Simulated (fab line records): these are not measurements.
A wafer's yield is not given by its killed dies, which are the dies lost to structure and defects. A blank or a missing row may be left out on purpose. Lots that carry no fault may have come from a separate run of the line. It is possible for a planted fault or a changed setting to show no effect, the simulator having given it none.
fab line records || flow n5-finfet || part 2 of 2: steps 23 to 29 of 29
record: {"lots": 5, "wafers": 15, "last-day": 17}
route steps=1938 shown BEOL_M2@920 BEOL_M3@931
lots untouched by any fault: they come from a run of this same line in which no faults occurred
start-h: hours from the record's opening day to when the first of the lot's shown wafers began || wait-h: hours since the lot's step before || " as in the row above || L1.1+2: a single row standing in for several wafers || - no value present, or no start provided || * or withheld: withheld || < > ~ a bound
route shown NAME@n: NAME is a module with steps in the file, n the number in the route of the first one || usual: mean and standard deviation over wafers with no fault || same: alike in all rows || chamber/n: place in a boat || sites: the reading at each site || _std_site: the standard deviation of these || _edge_site: inner sites' mean taken away from outer sites' mean || radius-mm: how far each site lies from the wafer's centre || mask NAME#n: copy n || behind: the last tool/chamber to shape the wafer || hold: why the lot was held/for how many hours/how that ended || device: names the non-switching transistor (n, p or np) || end of line: the route-end tests of the same wafers || for a step that has no rows: nothing shown but its recipe || killed: dies lost to structure and defects at the first sort, not the wafer's yield || map: a wafer's dies, marking killed ones x, the rest . and places with no die _
set.NAME: the setting as run; set.NAME@STEP: as run at that earlier step || model.NAME: the simulator's own value behind a step, which no gauge read
lots at some steps of the route; a table a step, a row a wafer
services: from which hour (start-h, from the record's first day; less than 0 if before it) a tool's chamber was out of use, for how many hours, and why
== steps ==
step: N5_BEOL_M3_PEB_09
recipe: {"peb-temp-c": 100, "peb-time-s": 60, "resist": "CAR-EUV"}
usual: {"exhaust-pa": "44.8/0.9", "plate-temp-C": "100.04/0.12"}
{"lot.wafer": "L075.2", "tool": "litho-track-01", "chamber": 0, "start-h": 155.33, "wait-h": 0.0, "exhaust-pa": 44.5, "plate-temp-C": 100.11}
{"lot.wafer": "L075.3", "tool": "litho-track-01", "chamber": 0, "start-h": 155.33, "wait-h": 0.0, "exhaust-pa": 44.4, "plate-temp-C": 99.93}
{"lot.wafer": "L075.5", "tool": "litho-track-01", "chamber": 0, "start-h": 155.33, "wait-h": 0.0, "exhaust-pa": 45.0, "plate-temp-C": 100.12}
{"lot.wafer": "L079.3", "tool": "litho-track-02", "chamber": 0, "start-h": 176.15, "wait-h": 0.0, "exhaust-pa": 45.7, "plate-temp-C": 100.13}
{"lot.wafer": "L079.5", "tool": "litho-track-02", "chamber": 0, "start-h": 176.15, "wait-h": 0.0, "exhaust-pa": 45.1, "plate-temp-C": 99.98}
{"lot.wafer": "L079.6", "tool": "litho-track-02", "chamber": 0, "start-h": 176.15, "wait-h": 0.0, "exhaust-pa": 45.4, "plate-temp-C": 100.24}
{"lot.wafer": "L088.1", "tool": "litho-track-01", "chamber": 0, "start-h": 222.58, "wait-h": 0.1, "exhaust-pa": 46.0, "plate-temp-C": 99.93}
{"lot.wafer": "L088.4", "tool": "litho-track-01", "chamber": 0, "start-h": 222.58, "wait-h": 0.1, "exhaust-pa": 44.8, "plate-temp-C": 99.90}
{"lot.wafer": "L088.6", "tool": "litho-track-01", "chamber": 0, "start-h": 222.58, "wait-h": 0.1, "exhaust-pa": 45.7, "plate-temp-C": 99.98}
{"lot.wafer": "L093.2", "tool": "litho-track-02", "chamber": 0, "start-h": 269.58, "wait-h": 0.0, "exhaust-pa": 45.6, "plate-temp-C": 99.94}
{"lot.wafer": "L093.4", "tool": "litho-track-02", "chamber": 0, "start-h": 269.58, "wait-h": 0.0, "exhaust-pa": 46.9, "plate-temp-C": 100.01}
{"lot.wafer": "L093.6", "tool": "litho-track-02", "chamber": 0, "start-h": 269.58, "wait-h": 0.0, "exhaust-pa": 45.4, "plate-temp-C": 99.92}
{"lot.wafer": "L096.1", "tool": "litho-track-01", "chamber": 0, "start-h": 277.69, "wait-h": 0.1, "exhaust-pa": 45.3, "plate-temp-C": 99.96}
{"lot.wafer": "L096.3", "tool": "litho-track-01", "chamber": 0, "start-h": 277.69, "wait-h": 0.1, "exhaust-pa": 45.7, "plate-temp-C": 99.93}
{"lot.wafer": "L096.5", "tool": "litho-track-01", "chamber": 0, "start-h": 277.69, "wait-h": 0.1, "exhaust-pa": 45.4, "plate-temp-C": 99.83}
step: N5_BEOL_M3_DEVELOP_10
recipe: {"develop-time-s": 30, "developer": "TMAH", "resist": "CAR-EUV", "rinse-liquid": "surfactant-rinse", "dry": "air-spin", "dev-temp-c": 23}
usual: {"exhaust-pa": "44.9/0.96"}
{"lot.wafer": "L075.2", "tool": "litho-track-01", "chamber": 0, "start-h": "-", "wait-h": "-", "exhaust-pa": 44.1}
{"lot.wafer": "L075.3", "tool": "litho-track-01", "chamber": 0, "start-h": "-", "wait-h": "-", "exhaust-pa": 44.7}
{"lot.wafer": "L075.5", "tool": "litho-track-01", "chamber": 0, "start-h": "-", "wait-h": "-", "exhaust-pa": 43.4}
{"lot.wafer": "L079.3", "tool": "litho-track-02", "chamber": 0, "start-h": "-", "wait-h": "-", "exhaust-pa": 44.3}
{"lot.wafer": "L079.5", "tool": "litho-track-02", "chamber": 0, "start-h": "-", "wait-h": "-", "exhaust-pa": 43.3}
{"lot.wafer": "L079.6", "tool": "litho-track-02", "chamber": 0, "start-h": "-", "wait-h": "-", "exhaust-pa": 44.3}
{"lot.wafer": "L088.1", "tool": "litho-track-01", "chamber": 0, "start-h": "-", "wait-h": "-", "exhaust-pa": 45.8}
{"lot.wafer": "L088.4", "tool": "litho-track-01", "chamber": 0, "start-h": "-", "wait-h": "-", "exhaust-pa": 45.6}
{"lot.wafer": "L088.6", "tool": "litho-track-01", "chamber": 0, "start-h": "-", "wait-h": "-", "exhaust-pa": 45.0}
{"lot.wafer": "L093.2", "tool": "litho-track-02", "chamber": 0, "start-h": "-", "wait-h": "-", "exhaust-pa": 46.1}
{"lot.wafer": "L093.4", "tool": "litho-track-02", "chamber": 0, "start-h": "-", "wait-h": "-", "exhaust-pa": 45.0}
{"lot.wafer": "L093.6", "tool": "litho-track-02", "chamber": 0, "start-h": "-", "wait-h": "-", "exhaust-pa": 44.1}
{"lot.wafer": "L096.1", "tool": "litho-track-01", "chamber": 0, "start-h": "-", "wait-h": "-", "exhaust-pa": 44.7}
{"lot.wafer": "L096.3", "tool": "litho-track-01", "chamber": 0, "start-h": "-", "wait-h": "-", "exhaust-pa": 45.6}
{"lot.wafer": "L096.5", "tool": "litho-track-01", "chamber": 0, "start-h": "-", "wait-h": "-", "exhaust-pa": 45.4}
step: N5_BEOL_M3_CD_MEAS_11
recipe: {"target-cd-nm": 17.05, "landing-energy-ev": 500, "detector": "se-inlens", "polarity": "opening"}
usual: {"cd-nm": "17.13/0.24"}
{"lot.wafer": "L075.2", "tool": "cd-sem-01", "chamber": 0, "start-h": 155.40, "wait-h": "-", "cd-nm": 16.91}
{"lot.wafer": "L075.3", "tool": "cd-sem-01", "chamber": 0, "start-h": 155.40, "wait-h": "-", "cd-nm": 16.66}
{"lot.wafer": "L075.5", "tool": "cd-sem-01", "chamber": 0, "start-h": 155.40, "wait-h": "-", "cd-nm": 17.43}
{"lot.wafer": "L079.3", "tool": "cd-sem-02", "chamber": 0, "start-h": 176.21, "wait-h": "-", "cd-nm": 16.96}
{"lot.wafer": "L079.5", "tool": "cd-sem-02", "chamber": 0, "start-h": 176.21, "wait-h": "-", "cd-nm": 17.16}
{"lot.wafer": "L079.6", "tool": "cd-sem-02", "chamber": 0, "start-h": 176.21, "wait-h": "-", "cd-nm": 17.28}
{"lot.wafer": "L088.1", "tool": "cd-sem-02", "chamber": 0, "start-h": 222.65, "wait-h": "-", "cd-nm": 17.49}
{"lot.wafer": "L088.4", "tool": "cd-sem-02", "chamber": 0, "start-h": 222.65, "wait-h": "-", "cd-nm": 17.34}
{"lot.wafer": "L088.6", "tool": "cd-sem-02", "chamber": 0, "start-h": 222.65, "wait-h": "-", "cd-nm": 17.17}
{"lot.wafer": "L093.2", "tool": "cd-sem-02", "chamber": 0, "start-h": 269.65, "wait-h": "-", "cd-nm": 16.62}
{"lot.wafer": "L093.4", "tool": "cd-sem-02", "chamber": 0, "start-h": 269.65, "wait-h": "-", "cd-nm": 16.82}
{"lot.wafer": "L093.6", "tool": "cd-sem-02", "chamber": 0, "start-h": 269.65, "wait-h": "-", "cd-nm": 16.96}
{"lot.wafer": "L096.1", "tool": "cd-sem-03", "chamber": 0, "start-h": 277.76, "wait-h": "-", "cd-nm": 17.33}
{"lot.wafer": "L096.3", "tool": "cd-sem-03", "chamber": 0, "start-h": 277.76, "wait-h": "-", "cd-nm": 17.06}
{"lot.wafer": "L096.5", "tool": "cd-sem-03", "chamber": 0, "start-h": 277.76, "wait-h": "-", "cd-nm": 17.25}
step: N5_BEOL_M3_OVL_MEAS_12
recipe: {"points-per-wafer": 522}
usual: {"M3_OVL": "-0.1/0.58"}
{"lot.wafer": "L075.2", "tool": "overlay-02", "chamber": 0, "start-h": 155.43, "wait-h": 0.0, "M3_OVL[nm]": 0.3}
{"lot.wafer": "L075.3", "tool": "overlay-02", "chamber": 0, "start-h": 155.43, "wait-h": 0.0, "M3_OVL[nm]": 1.2}
{"lot.wafer": "L075.5", "tool": "overlay-02", "chamber": 0, "start-h": 155.43, "wait-h": 0.0, "M3_OVL[nm]": 1.2}
{"lot.wafer": "L079.3", "tool": "overlay-02", "chamber": 0, "start-h": 176.25, "wait-h": 0.0, "M3_OVL[nm]": 0.7}
{"lot.wafer": "L079.5", "tool": "overlay-02", "chamber": 0, "start-h": 176.25, "wait-h": 0.0, "M3_OVL[nm]": -0.7}
{"lot.wafer": "L079.6", "tool": "overlay-02", "chamber": 0, "start-h": 176.25, "wait-h": 0.0, "M3_OVL[nm]": -0.6}
{"lot.wafer": "L088.1", "tool": "overlay-01", "chamber": 0, "start-h": 222.68, "wait-h": 0.0, "M3_OVL[nm]": -0.5}
{"lot.wafer": "L088.4", "tool": "overlay-01", "chamber": 0, "start-h": 222.68, "wait-h": 0.0, "M3_OVL[nm]": -0.2}
{"lot.wafer": "L088.6", "tool": "overlay-01", "chamber": 0, "start-h": 222.68, "wait-h": 0.0, "M3_OVL[nm]": -0.5}
{"lot.wafer": "L093.2", "tool": "overlay-02", "chamber": 0, "start-h": 269.68, "wait-h": 0.0, "M3_OVL[nm]": -0.7}
{"lot.wafer": "L093.4", "tool": "overlay-02", "chamber": 0, "start-h": 269.68, "wait-h": 0.0, "M3_OVL[nm]": -0.3}
{"lot.wafer": "L093.6", "tool": "overlay-02", "chamber": 0, "start-h": 269.68, "wait-h": 0.0, "M3_OVL[nm]": 0.2}
{"lot.wafer": "L096.1", "tool": "overlay-02", "chamber": 0, "start-h": 277.79, "wait-h": 0.0, "M3_OVL[nm]": 0.1}
{"lot.wafer": "L096.3", "tool": "overlay-02", "chamber": 0, "start-h": 277.79, "wait-h": 0.0, "M3_OVL[nm]": -0.3}
{"lot.wafer": "L096.5", "tool": "overlay-02", "chamber": 0, "start-h": 277.79, "wait-h": 0.0, "M3_OVL[nm]": 0.0}
step: N5_BEOL_M3_INSPECT_13
recipe: {"mode": "adi", "inspect-instrument": "brightfield"}
usual: {"raw-defect-count": "400/84"}
{"lot.wafer": "L075.2", "tool": "defect-inspect-02", "chamber": "-", "start-h": 155.49, "wait-h": 0.0, "raw-defect-count": 437}
{"lot.wafer": "L075.3", "tool": "defect-inspect-02", "chamber": "-", "start-h": 155.49, "wait-h": 0.0, "raw-defect-count": 513}
{"lot.wafer": "L075.5", "tool": "defect-inspect-02", "chamber": "-", "start-h": 155.49, "wait-h": 0.0, "raw-defect-count": 581}
{"lot.wafer": "L079.3", "tool": "defect-inspect-02", "chamber": "-", "start-h": 176.30, "wait-h": 0.0, "raw-defect-count": 506}
{"lot.wafer": "L079.5", "tool": "defect-inspect-02", "chamber": "-", "start-h": 176.30, "wait-h": 0.0, "raw-defect-count": 347}
{"lot.wafer": "L079.6", "tool": "defect-inspect-02", "chamber": "-", "start-h": 176.30, "wait-h": 0.0, "raw-defect-count": 509}
{"lot.wafer": "L088.1", "tool": "defect-inspect-01", "chamber": "-", "start-h": 222.73, "wait-h": 0.1, "raw-defect-count": 397}
{"lot.wafer": "L088.4", "tool": "defect-inspect-01", "chamber": "-", "start-h": 222.73, "wait-h": 0.1, "raw-defect-count": 275}
{"lot.wafer": "L088.6", "tool": "defect-inspect-01", "chamber": "-", "start-h": 222.73, "wait-h": 0.1, "raw-defect-count": 283}
{"lot.wafer": "L093.2", "tool": "defect-inspect-02", "chamber": "-", "start-h": 269.73, "wait-h": 0.0, "raw-defect-count": 410}
{"lot.wafer": "L093.4", "tool": "defect-inspect-02", "chamber": "-", "start-h": 269.73, "wait-h": 0.0, "raw-defect-count": 496}
{"lot.wafer": "L093.6", "tool": "defect-inspect-02", "chamber": "-", "start-h": 269.73, "wait-h": 0.0, "raw-defect-count": 380}
{"lot.wafer": "L096.1", "tool": "defect-inspect-01", "chamber": "-", "start-h": 277.85, "wait-h": 0.1, "raw-defect-count": 366}
{"lot.wafer": "L096.3", "tool": "defect-inspect-01", "chamber": "-", "start-h": 277.85, "wait-h": 0.1, "raw-defect-count": 397}
{"lot.wafer": "L096.5", "tool": "defect-inspect-01", "chamber": "-", "start-h": 277.85, "wait-h": 0.1, "raw-defect-count": 359}
step: N5_BEOL_M3_DESCUM_16
recipe: {"chemistry": "O2", "time-s": 7, "source-power-w": 50, "bias-power-w": 20, "pressure-mtorr": 20, "rf-frequency-hz": 2.712e+07, "temp-c": 40, "resist": "CAR-EUV", "o2-flow-sccm": 225}
usual: {"drypump-motor-current-A": "5.8/0.45", "oes-product-au": "0.76/0.072", "rf-vpp-V": "243.6/1.6", "showerhead-plenum-p-Torr": "2.12/0.087", "throttle-valve-pct": "20.56/0.16"}
same: {"time-s": 7}
{"lot.wafer": "L075.2", "tool": "rie-diel-02", "chamber": 1, "start-h": 155.68, "wait-h": 0.2, "drypump-motor-current-A": 5.5, "oes-product-au": 0.75, "rf-hours-counter-h": 180, "rf-vpp-V": 244.4, "showerhead-plenum-p-Torr": 2.17, "throttle-valve-pct": 20.30}
{"lot.wafer": "L075.3", "tool": "rie-diel-02", "chamber": 0, "start-h": 155.68, "wait-h": 0.2, "drypump-motor-current-A": 6.2, "oes-product-au": 0.73, "rf-hours-counter-h": 171, "rf-vpp-V": 243.7, "showerhead-plenum-p-Torr": 2.00, "throttle-valve-pct": 20.58}
{"lot.wafer": "L075.5", "tool": "rie-diel-02", "chamber": 1, "start-h": 155.68, "wait-h": 0.2, "drypump-motor-current-A": 5.5, "oes-product-au": 0.75, "rf-hours-counter-h": "-", "rf-vpp-V": 242.8, "showerhead-plenum-p-Torr": 2.17, "throttle-valve-pct": 20.32}
{"lot.wafer": "L079.3", "tool": "rie-diel-05", "chamber": 0, "start-h": 176.33, "wait-h": 0.0, "drypump-motor-current-A": 5.5, "oes-product-au": 0.75, "rf-hours-counter-h": 169, "rf-vpp-V": 246.3, "showerhead-plenum-p-Torr": 2.18, "throttle-valve-pct": 20.52}
{"lot.wafer": "L079.5", "tool": "rie-diel-05", "chamber": 1, "start-h": 176.33, "wait-h": 0.0, "drypump-motor-current-A": 6.2, "oes-product-au": 0.79, "rf-hours-counter-h": "-", "rf-vpp-V": 240.5, "showerhead-plenum-p-Torr": 1.93, "throttle-valve-pct": 20.58}
{"lot.wafer": "L079.6", "tool": "rie-diel-05", "chamber": 0, "start-h": 176.33, "wait-h": 0.0, "drypump-motor-current-A": 5.5, "oes-product-au": 0.75, "rf-hours-counter-h": "-", "rf-vpp-V": 245.3, "showerhead-plenum-p-Torr": 2.18, "throttle-valve-pct": 20.50}
{"lot.wafer": "L088.1", "tool": "rie-diel-05", "chamber": 2, "start-h": 222.79, "wait-h": 0.1, "drypump-motor-current-A": 6.1, "oes-product-au": 0.70, "rf-hours-counter-h": 230, "rf-vpp-V": 245.7, "showerhead-plenum-p-Torr": 2.15, "throttle-valve-pct": 20.50}
{"lot.wafer": "L088.4", "tool": "rie-diel-05", "chamber": 3, "start-h": 222.79, "wait-h": 0.1, "drypump-motor-current-A": 6.6, "oes-product-au": 0.74, "rf-hours-counter-h": 187, "rf-vpp-V": 244.8, "showerhead-plenum-p-Torr": 2.16, "throttle-valve-pct": 20.86}
{"lot.wafer": "L088.6", "tool": "rie-diel-05", "chamber": 1, "start-h": 222.79, "wait-h": 0.1, "drypump-motor-current-A": 6.2, "oes-product-au": 0.76, "rf-hours-counter-h": "-", "rf-vpp-V": 240.9, "showerhead-plenum-p-Torr": 1.93, "throttle-valve-pct": 20.62}
{"lot.wafer": "L093.2", "tool": "rie-diel-05", "chamber": 2, "start-h": 269.81, "wait-h": 0.1, "drypump-motor-current-A": 6.1, "oes-product-au": 0.69, "rf-hours-counter-h": 244, "rf-vpp-V": 242.4, "showerhead-plenum-p-Torr": 2.15, "throttle-valve-pct": 20.51}
{"lot.wafer": "L093.4", "tool": "rie-diel-05", "chamber": 1, "start-h": 269.81, "wait-h": 0.1, "drypump-motor-current-A": 6.2, "oes-product-au": 0.76, "rf-hours-counter-h": 145, "rf-vpp-V": 241.7, "showerhead-plenum-p-Torr": 1.92, "throttle-valve-pct": 20.64}
{"lot.wafer": "L093.6", "tool": "rie-diel-05", "chamber": 3, "start-h": 269.81, "wait-h": 0.1, "drypump-motor-current-A": 6.6, "oes-product-au": 0.73, "rf-hours-counter-h": "-", "rf-vpp-V": 243.9, "showerhead-plenum-p-Torr": 2.16, "throttle-valve-pct": 20.86}
{"lot.wafer": "L096.1", "tool": "rie-diel-02", "chamber": 1, "start-h": 278.11, "wait-h": 0.3, "drypump-motor-current-A": 5.5, "oes-product-au": 0.72, "rf-hours-counter-h": 220, "rf-vpp-V": 243.7, "showerhead-plenum-p-Torr": 2.16, "throttle-valve-pct": 20.38}
{"lot.wafer": "L096.3", "tool": "rie-diel-02", "chamber": 3, "start-h": 278.11, "wait-h": 0.3, "drypump-motor-current-A": 6.2, "oes-product-au": 0.90, "rf-hours-counter-h": 30, "rf-vpp-V": 244.6, "showerhead-plenum-p-Torr": 2.23, "throttle-valve-pct": 20.20}
{"lot.wafer": "L096.5", "tool": "rie-diel-02", "chamber": 2, "start-h": 278.11, "wait-h": 0.3, "drypump-motor-current-A": 5.3, "oes-product-au": 0.74, "rf-hours-counter-h": "-", "rf-vpp-V": 244.7, "showerhead-plenum-p-Torr": 2.18, "throttle-valve-pct": 20.62}
step: N5_BEOL_M3_ETCH_74
recipe: {"chemistry": "N2/H2", "target": "underlayer", "target-depth-a": 65, "mask-material": "CAR-EUV", "time-s": 5.2, "ion-energy-ev": 200, "pressure-mtorr": 30, "source-w": 840, "bias-w": 150, "n2-flow-sccm": 200, "h2-flow-sccm": 200, "ends": "cleared"}
usual: {"drypump-motor-current-A": "5.9/0.45", "etch-rf-on-time-s": "5.22/0.068", "oes-product-au": "0.64/0.062", "rf-vpp-V": "525/3.1", "showerhead-plenum-p-Torr": "2.57/0.1", "throttle-valve-pct": "18.02/0.19"}
{"lot.wafer": "L075.2", "tool": "rie-diel-02", "chamber": 1, "start-h": 155.72, "wait-h": 0.0, "drypump-motor-current-A": 5.5, "etch-rf-on-time-s": 5.15, "oes-product-au": 0.65, "rf-hours-counter-h": 180, "rf-vpp-V": 528, "showerhead-plenum-p-Torr": 2.64, "throttle-valve-pct": 17.89}
{"lot.wafer": "L075.3", "tool": "rie-diel-02", "chamber": 0, "start-h": 155.72, "wait-h": 0.0, "drypump-motor-current-A": 6.2, "etch-rf-on-time-s": 5.17, "oes-product-au": 0.63, "rf-hours-counter-h": 171, "rf-vpp-V": 521, "showerhead-plenum-p-Torr": 2.43, "throttle-valve-pct": 17.99}
{"lot.wafer": "L075.5", "tool": "rie-diel-02", "chamber": 1, "start-h": 155.72, "wait-h": 0.0, "drypump-motor-current-A": 5.5, "etch-rf-on-time-s": 5.20, "oes-product-au": 0.64, "rf-hours-counter-h": "-", "rf-vpp-V": 524, "showerhead-plenum-p-Torr": 2.64, "throttle-valve-pct": 17.87}
{"lot.wafer": "L079.3", "tool": "rie-diel-05", "chamber": 0, "start-h": 176.37, "wait-h": 0.0, "drypump-motor-current-A": 5.5, "etch-rf-on-time-s": 5.20, "oes-product-au": 0.65, "rf-hours-counter-h": 169, "rf-vpp-V": 527, "showerhead-plenum-p-Torr": 2.65, "throttle-valve-pct": 17.91}
{"lot.wafer": "L079.5", "tool": "rie-diel-05", "chamber": 1, "start-h": 176.37, "wait-h": 0.0, "drypump-motor-current-A": 6.2, "etch-rf-on-time-s": 5.24, "oes-product-au": 0.67, "rf-hours-counter-h": "-", "rf-vpp-V": 519, "showerhead-plenum-p-Torr": 2.35, "throttle-valve-pct": 18.04}
{"lot.wafer": "L079.6", "tool": "rie-diel-05", "chamber": 0, "start-h": 176.37, "wait-h": 0.0, "drypump-motor-current-A": 5.5, "etch-rf-on-time-s": 5.18, "oes-product-au": 0.64, "rf-hours-counter-h": "-", "rf-vpp-V": 529, "showerhead-plenum-p-Torr": 2.65, "throttle-valve-pct": 17.91}
{"lot.wafer": "L088.1", "tool": "rie-diel-05", "chamber": 2, "start-h": 222.83, "wait-h": 0.0, "drypump-motor-current-A": 6.1, "etch-rf-on-time-s": 5.31, "oes-product-au": 0.59, "rf-hours-counter-h": 230, "rf-vpp-V": 524, "showerhead-plenum-p-Torr": 2.62, "throttle-valve-pct": 17.98}
{"lot.wafer": "L088.4", "tool": "rie-diel-05", "chamber": 3, "start-h": 222.83, "wait-h": 0.0, "drypump-motor-current-A": 6.6, "etch-rf-on-time-s": 5.27, "oes-product-au": 0.63, "rf-hours-counter-h": 187, "rf-vpp-V": 525, "showerhead-plenum-p-Torr": 2.62, "throttle-valve-pct": 18.34}
{"lot.wafer": "L088.6", "tool": "rie-diel-05", "chamber": 1, "start-h": 222.83, "wait-h": 0.0, "drypump-motor-current-A": 6.2, "etch-rf-on-time-s": 5.20, "oes-product-au": 0.66, "rf-hours-counter-h": "-", "rf-vpp-V": 516, "showerhead-plenum-p-Torr": 2.35, "throttle-valve-pct": 18.06}
{"lot.wafer": "L093.2", "tool": "rie-diel-05", "chamber": 2, "start-h": 269.85, "wait-h": 0.0, "drypump-motor-current-A": 6.1, "etch-rf-on-time-s": 5.29, "oes-product-au": 0.60, "rf-hours-counter-h": 244, "rf-vpp-V": 525, "showerhead-plenum-p-Torr": 2.61, "throttle-valve-pct": 18.02}
{"lot.wafer": "L093.4", "tool": "rie-diel-05", "chamber": 1, "start-h": 269.85, "wait-h": 0.0, "drypump-motor-current-A": 6.2, "etch-rf-on-time-s": 5.17, "oes-product-au": 0.65, "rf-hours-counter-h": 145, "rf-vpp-V": 518, "showerhead-plenum-p-Torr": 2.34, "throttle-valve-pct": 18.10}
{"lot.wafer": "L093.6", "tool": "rie-diel-05", "chamber": 3, "start-h": 269.85, "wait-h": 0.0, "drypump-motor-current-A": 6.6, "etch-rf-on-time-s": 5.29, "oes-product-au": 0.62, "rf-hours-counter-h": "-", "rf-vpp-V": 525, "showerhead-plenum-p-Torr": 2.61, "throttle-valve-pct": 18.34}
{"lot.wafer": "L096.1", "tool": "rie-diel-02", "chamber": 1, "start-h": 278.15, "wait-h": 0.0, "drypump-motor-current-A": 5.5, "etch-rf-on-time-s": 5.20, "oes-product-au": 0.62, "rf-hours-counter-h": 220, "rf-vpp-V": 528, "showerhead-plenum-p-Torr": 2.62, "throttle-valve-pct": 17.95}
{"lot.wafer": "L096.3", "tool": "rie-diel-02", "chamber": 3, "start-h": 278.15, "wait-h": 0.0, "drypump-motor-current-A": 6.2, "etch-rf-on-time-s": 5.15, "oes-product-au": 0.76, "rf-hours-counter-h": 30, "rf-vpp-V": 528, "showerhead-plenum-p-Torr": 2.69, "throttle-valve-pct": 17.53}
{"lot.wafer": "L096.5", "tool": "rie-diel-02", "chamber": 2, "start-h": 278.15, "wait-h": 0.0, "drypump-motor-current-A": 5.3, "etch-rf-on-time-s": 5.33, "oes-product-au": 0.62, "rf-hours-counter-h": "-", "rf-vpp-V": 527, "showerhead-plenum-p-Torr": 2.64, "throttle-valve-pct": 17.99}
== services ==
{"tool": "pvd-sputter-01", "chamber": "-", "start-h": 130.76, "hours": 1.0, "kind": "repair"}
{"tool": "pecvd-02", "chamber": 2, "start-h": 136.07, "hours": 23.6, "kind": "repair"}
{"tool": "euv-scanner-02", "chamber": "-", "start-h": 140.81, "hours": 4.6, "kind": "pm"}
{"tool": "rie-diel-02", "chamber": "-", "start-h": 146.70, "hours": 2.8, "kind": "pm"}
{"tool": "pecvd-03", "chamber": "-", "start-h": 149.03, "hours": 6.0, "kind": "pm"}
{"tool": "euv-scanner-02", "chamber": "-", "start-h": 153.25, "hours": 5.8, "kind": "pm"}
{"tool": "cmp-03", "chamber": "-", "start-h": 159.50, "hours": 0.4, "kind": "repair"}
{"tool": "pecvd-04", "chamber": "-", "start-h": 162.83, "hours": 7.5, "kind": "repair"}
{"tool": "pecvd-03", "chamber": "-", "start-h": 165.04, "hours": 14.6, "kind": "pm"}
{"tool": "ecd-cu-02", "chamber": "-", "start-h": 167.79, "hours": 8.2, "kind": "pm"}
{"tool": "euv-scanner-02", "chamber": "-", "start-h": 177.38, "hours": 1.3, "kind": "repair"}
{"tool": "rie-diel-02", "chamber": 0, "start-h": 180.05, "hours": 2.6, "kind": "repair"}
{"tool": "euv-scanner-02", "chamber": "-", "start-h": 181.90, "hours": 1.0, "kind": "pm"}
{"tool": "pecvd-04", "chamber": "-", "start-h": 183.30, "hours": 2.8, "kind": "pm"}
{"tool": "pecvd-03", "chamber": "-", "start-h": 200.13, "hours": 2.5, "kind": "repair"}
{"tool": "pecvd-04", "chamber": "-", "start-h": 217.65, "hours": 0.6, "kind": "repair"}
{"tool": "pecvd-01", "chamber": 0, "start-h": 220.69, "hours": 5.0, "kind": "repair"}
{"tool": "pecvd-02", "chamber": "-", "start-h": 229.09, "hours": 14.6, "kind": "pm"}
{"tool": "euv-scanner-02", "chamber": "-", "start-h": 238.05, "hours": 1.0, "kind": "pm"}
{"tool": "cvd-co-02", "chamber": "-", "start-h": 243.11, "hours": 3.2, "kind": "repair"}
{"tool": "pecvd-02", "chamber": 2, "start-h": 248.58, "hours": 19.8, "kind": "repair"}
{"tool": "pecvd-03", "chamber": "-", "start-h": 253.57, "hours": 0.4, "kind": "repair"}
{"tool": "rie-diel-02", "chamber": 3, "start-h": 265.75, "hours": 4.8, "kind": "repair"}
{"tool": "pecvd-03", "chamber": "-", "start-h": 270.44, "hours": 0.6, "kind": "repair"}
